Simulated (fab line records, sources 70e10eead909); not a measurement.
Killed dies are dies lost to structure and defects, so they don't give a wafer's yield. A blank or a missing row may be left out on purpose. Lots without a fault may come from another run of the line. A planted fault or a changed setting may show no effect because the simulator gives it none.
Chamber matching | flow nand_harc | NHARC_P_M0_DESCUM_14 on rie_diel-02: 4 sister chambers
The step chemistry O2, time 3 s. 4 wafers are shown with their chamber, then 8 later ones without.

WAFERS WITH THEIR CHAMBER
wafer  | chamber | showerhead_plenum_p_Torr (Torr)
L111.3 | 1       | 2.03
L118.3 | 3       | 1.87
L118.5 | 0       | 1.80
L121.1 | 2       | 1.91

WAFERS WITHOUT THEIR CHAMBER
wafer  | showerhead_plenum_p_Torr (Torr)
L121.2 | 1.80
L121.3 | 2.02
L123.3 | 1.86
L123.4 | 2.02
L123.6 | 1.91
L125.1 | 2.02
L125.2 | 1.91
L125.6 | 1.80

WHICH CHAMBER EACH WENT THROUGH
wafer  | from the rows above | in truth
L121.2 | 0                   | 0
L121.3 | 1                   | 1
L123.3 | 3                   | 3
L123.4 | 1                   | 1
L123.6 | 2                   | 2
L125.1 | 1                   | 1
L125.2 | 2                   | 2
L125.6 | 0                   | 0
Placed correctly: 8 of 8. Can't be placed from these rows: 0. Placed wrongly: 0.
How it was worked out, from the rows above alone: a wafer's distance from a chamber is the root of the sum, over the readings, of the square of ((its reading less the chamber's mean) divided by the reading's scatter). The wafer belongs to the nearest chamber; if the next one is less than 2 further off, it can't be placed. A chamber's mean is the mean of its shown wafers. The scatter: with one shown wafer a chamber, the root of the mean of the squares of how far each hidden wafer lies from its nearest shown one.
